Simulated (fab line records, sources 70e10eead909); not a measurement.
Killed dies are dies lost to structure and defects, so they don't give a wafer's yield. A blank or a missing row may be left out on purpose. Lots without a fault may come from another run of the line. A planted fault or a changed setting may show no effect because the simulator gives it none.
A struck lot beside a sound one | flow nand_harc | 14 steps out of a route of 1302
Sound: wafers L576.1, L576.2, L576.3. Struck: wafers L582.2, L582.4. (L582.5 of the same lot was not struck and is left out.) The cause comes at the end.
At each step with rows: each side's tool, then ch and its chambers, then its first start. Under that, the readings that differ: sound wafers | struck wafers | difference of the means | sigmas: that difference in standard deviations of wafers without a fault.
alike: readings whose means differ by less than 2 such deviations, and words and numbers that are the same on both sides. not compared: withheld readings, readings that some wafer has no value for, bounds like >300 that may hide the same value, and numbers for which the record gives no deviation and whose values overlap.
The two part at a step that has a row with sigmas, a row that says differs or no value, or rows on one side only. Numbers that don't overlap but have no deviation are shown without sigmas and don't part them. A reading that every wafer of one side lacks parts them only if that side has two wafers or more.

NHARC_A_CHANNEL_HOLE_D1_CD_MEAS_30:
  sound on cd_sem-03, day 10 18:43; struck on cd_sem-01, day 13 02:55
  alike: cd_nm
then, 1 step without rows for these wafers: NHARC_A_CHANNEL_HOLE_D1_XSEM_31.
NHARC_A_CHANNEL_HOLE_D1_INSPECT_40:
  sound on defect_inspect-02, day 10 18:54; struck on defect_inspect-02, day 13 03:07
  alike: raw_defect_count
then, 2 steps without rows for these wafers: NHARC_A_CHANNEL_FILL_D1_PRECLEAN_00 (cleans in SC1); NHARC_A_CHANNEL_FILL_D1_SRD_01.
NHARC_A_CHANNEL_FILL_D1_ALD_02: deposits SiO2, target thk 6 nm, pulse time 10 s, ald cycles 60.
  sound on ald_hk-03 ch 1,2,3, day 10 19:14; struck on ald_hk-02 ch 0,2, day 13 03:19
  alike: heater_power_w, precursor_pulse_height_rel
NHARC_A_CHANNEL_FILL_D1_ALD_03: deposits SiNx, target thk 6 nm, pulse time 60 s, ald cycles 58.
  sound on ald_sin_batch-01 ch 0; struck on ald_sin_batch-02 ch 0
  alike: precursor_pulse_height_rel
then, 1 step without rows for these wafers: NHARC_A_CHANNEL_FILL_D1_ALD_14 (deposits SiO2, target thk 2.5 nm, pulse time 10 s, ald cycles 25).
NHARC_A_CHANNEL_FILL_D1_ALD_15: deposits SiNx, target thk 2 nm, pulse time 60 s, ald cycles 19.
  sound on ald_sin_batch-01 ch 0; struck on ald_sin_batch-02 ch 0
  alike: precursor_pulse_height_rel
NHARC_A_CHANNEL_FILL_D1_ALD_16: deposits SiO2, target thk 1.5 nm, pulse time 10 s, ald cycles 15.
  sound on ald_hk-01 ch 1,2,3, day 11 07:40; struck on ald_hk-03 ch 1,3, day 13 15:35
  alike: heater_power_w, precursor_pulse_height_rel
then, 2 steps without rows for these wafers: NHARC_A_CHANNEL_FILL_D1_ANNEAL_17 (time 1800 s); NHARC_A_CHANNEL_FILL_D1_CVD_18 (deposits poly-Si, target thk 3 nm).
NHARC_A_CHANNEL_FILL_D1_ETCHBACK_19: etches the open film in HBr/Cl2, target depth 5 nm, time 1.7 s.
  sound on rie_si-06 ch 0,2,3, day 11 20:24; struck on rie_si-06 ch 0,3, day 14 04:19
  reading                | sound             | struck      | difference | sigmas
  oes_product_au (a.u.)  | 1.000 1.013 1.014 | 0.742 0.737 | -0.269     | -28
  rf_hours_counter_h (h) | 0 0 0             | 0.29 0.31   | +0.30      |
  alike: drypump_motor_current_A, throttle_valve_pct
NHARC_A_CHANNEL_FILL_D1_ETCHBACK_20: etches the open film in C4F8/O2/Ar, target depth 27 nm, time 13.5 s.
  sound on rie_diel-01 ch 1,2,3, day 11 20:32; struck on rie_diel-06 ch 0,3, day 14 04:28
  reading                | sound       | struck | difference | sigmas
  rf_hours_counter_h (h) | 2.4 2.8 2.6 | 0 0    | -3         |
  alike: oes_product_au, rf_vpp_V

WHERE THEY PART
Only at NHARC_A_CHANNEL_FILL_D1_ETCHBACK_19, within this record. Later steps at which nothing parts them and some readings are alike: NHARC_A_CHANNEL_FILL_D1_ETCHBACK_20.

WHY: what the simulator had put in
Process parameter drift: rie_si-06, from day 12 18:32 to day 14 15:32, at NHARC_A_CHANNEL_FILL_D1_ETCHBACK_19. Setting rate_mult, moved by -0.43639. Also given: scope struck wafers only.
